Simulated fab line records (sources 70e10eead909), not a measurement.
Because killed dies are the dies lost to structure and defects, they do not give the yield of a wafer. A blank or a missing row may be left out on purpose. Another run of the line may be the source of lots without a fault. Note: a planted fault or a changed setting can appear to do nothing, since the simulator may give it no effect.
Matching of chambers + flow nand-harc + ald-hk-01 running NHARC_A_CHANNEL_FILL_D1_ALD_16: 4 sister chambers
The step deposits SiO2, target thk 1.5 nm, pulse time 10 s, ald cycles 15. 8 wafers are shown with their chamber, then 7 later ones without.

== WAFERS, EACH WITH ITS CHAMBER ==
| wafer  | chamber | heater-power-w (W) | precursor-pulse-height-rel |
|--------|---------|--------------------|----------------------------|
| L279.3 | 0       | 495                | 0.975                      |
| L284.6 | 1       | 483                | 0.993                      |
| L285.5 | 0       | 489                | 0.991                      |
| L291.3 | 2       | 531                | 0.993                      |
| L291.5 | 3       | 460                | 1.018                      |
| L291.6 | 2       | 524                | 0.985                      |
| L294.1 | 3       | 468                | 0.994                      |
| L294.3 | 1       | 457                | 0.987                      |

== WAFERS WITH NO CHAMBER GIVEN ==
| wafer  | heater-power-w (W) | precursor-pulse-height-rel |
|--------|--------------------|----------------------------|
| L294.6 | 524                | 1.034                      |
| L298.1 | 462                | 1.010                      |
| L298.2 | 525                | 1.015                      |
| L298.6 | 458                | 0.965                      |
| L299.2 | 470                | 1.029                      |
| L299.3 | 472                | 1.007                      |
| L299.6 | 518                | 1.017                      |

== WHICH CHAMBER EACH ONE RAN IN ==
| wafer  | from the rows above          | in truth |
|--------|------------------------------|----------|
| L294.6 | can't be placed: 2 or 0      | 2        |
| L298.1 | can't be placed: 3 or 1      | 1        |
| L298.2 | can't be placed: 2 or 0      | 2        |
| L298.6 | can't be placed: 1 or 0 or 3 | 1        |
| L299.2 | can't be placed: 3 or 1      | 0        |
| L299.3 | can't be placed: 3 or 1      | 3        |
| L299.6 | can't be placed: 2 or 0      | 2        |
Placed correctly: 0 of 7. Not placeable from these rows: 7 (in 6, the candidates include the true chamber). Wrongly placed: 0.
How it was worked out, from the rows above alone: a wafer's distance from a chamber is the root of the sum, over the readings, of the square of ((its reading less the chamber's mean) divided by the reading's scatter). If the next closest chamber is less than 2 further off than the closest, the wafer can't be placed; otherwise it belongs to the closest. The mean given for a chamber averages the wafers shown for that chamber. The scatter: the root of (the sum of the squares of (reading less its chamber's mean) over the shown wafers, divided by (wafers less chambers)).
